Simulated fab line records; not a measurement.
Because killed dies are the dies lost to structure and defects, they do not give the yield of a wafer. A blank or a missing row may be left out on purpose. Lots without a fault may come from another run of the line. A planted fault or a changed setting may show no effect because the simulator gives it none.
Matching of chambers    flow n5 finfet    3 sister chambers for N5_BEOL_M8_PECVD_70 on pecvd-04
The step deposits SiO2 from TEOS/O2, target thk 20 nm, time 22.7 s. 30 wafers are shown with their chamber, then 12 later ones without.

== WAFERS PAIRED WITH THEIR CHAMBERS ==
wafer   chamber  showerhead plenum p Torr (Torr)  throttle valve pct (%)  heater power w (W)
L075.1  2        8.97                             21.4                    1046
L075.4  1        8.80                             22.0                    935
L075.6  2        8.98                             21.5                    1046
L078.2  1        8.81                             21.9                    807
L078.4  1        8.81                             22.1                    770
L078.5  0        8.85                             22.4                    703
L081.1  1        8.81                             22.0                    886
L081.2  2        8.97                             22.0                    922
L081.3  0        8.87                             22.3                    774
L081.4  1        8.80                             22.1                    889
L081.5  2        8.95                             21.9                    926
L081.6  0        8.87                             22.6                    779
L082.1  0        8.89                             22.5                    750
L082.2  1        8.79                             21.8                    843
L082.3  2        8.97                             21.8                    926
L082.4  0        8.87                             22.3                    766
L082.5  2        8.98                             21.9                    932
L082.6  1        8.81                             21.8                    848
L084.1  0        8.89                             22.6                    654
L084.4  0        8.86                             22.4                    628
L084.6  2        8.97                             21.7                    887
L085.1  1        8.81                             22.1                    862
L085.2  0        8.88                             22.2                    715
L085.3  2        8.98                             21.7                    886
L087.2  1        8.80                             21.8                    926
L087.3  0        8.88                             22.6                    668
L087.4  0        8.87                             22.6                    689
L088.3  0        8.87                             22.4                    787
L088.4  2        8.97                             21.8                    911
L088.5  1        8.80                             21.9                    920

SIGNATURES (means of the wafers above)
reading                   chamber 0  chamber 1  chamber 2  scatter within a chamber
showerhead plenum p Torr  8.8727     8.8040     8.9711     0.00971
throttle valve pct        22.445     21.950     21.744     0.156
heater power w            719.36     868.60     942.44     56.5
Rule: distance of a wafer from a chamber = root of the sum over the readings of ((wafer's reading minus chamber's mean) / reading's scatter) squared. The wafer belongs to the nearest chamber; if the next one is less than 2 further off, it can't be placed. The scatter: the root of (the sum of the squares of (reading less its chamber's mean) over the shown wafers, divided by (wafers less chambers)).

== WAFERS WITHOUT THEIR CHAMBER ==
wafer   showerhead plenum p Torr (Torr)  throttle valve pct (%)  heater power w (W)
L090.1  8.87                             22.4                    680
L090.2  8.98                             22.0                    908
L090.3  8.81                             22.0                    910
L092.1  8.97                             21.8                    1014
L092.2  8.80                             22.1                    900
L092.3  8.87                             22.3                    758
L092.4  8.87                             22.7                    757
L092.5  8.96                             21.8                    973
L092.6  8.78                             21.9                    906
L096.1  8.79                             22.2                    938
L096.4  8.97                             22.2                    1019
L096.6  8.88                             22.5                    774

== WHICH CHAMBER EACH ONE RAN IN ==
wafer   from the rows above  in truth
L090.1  0                    0
L090.2  2                    2
L090.3  1                    1
L092.1  2                    2
L092.2  1                    1
L092.3  0                    0
L092.4  0                    0
L092.5  2                    2
L092.6  1                    1
L096.1  1                    1
L096.4  2                    2
L096.6  0                    0
12 of 12 placed correctly. Number that these rows cannot place: 0. Wrongly placed: 0.
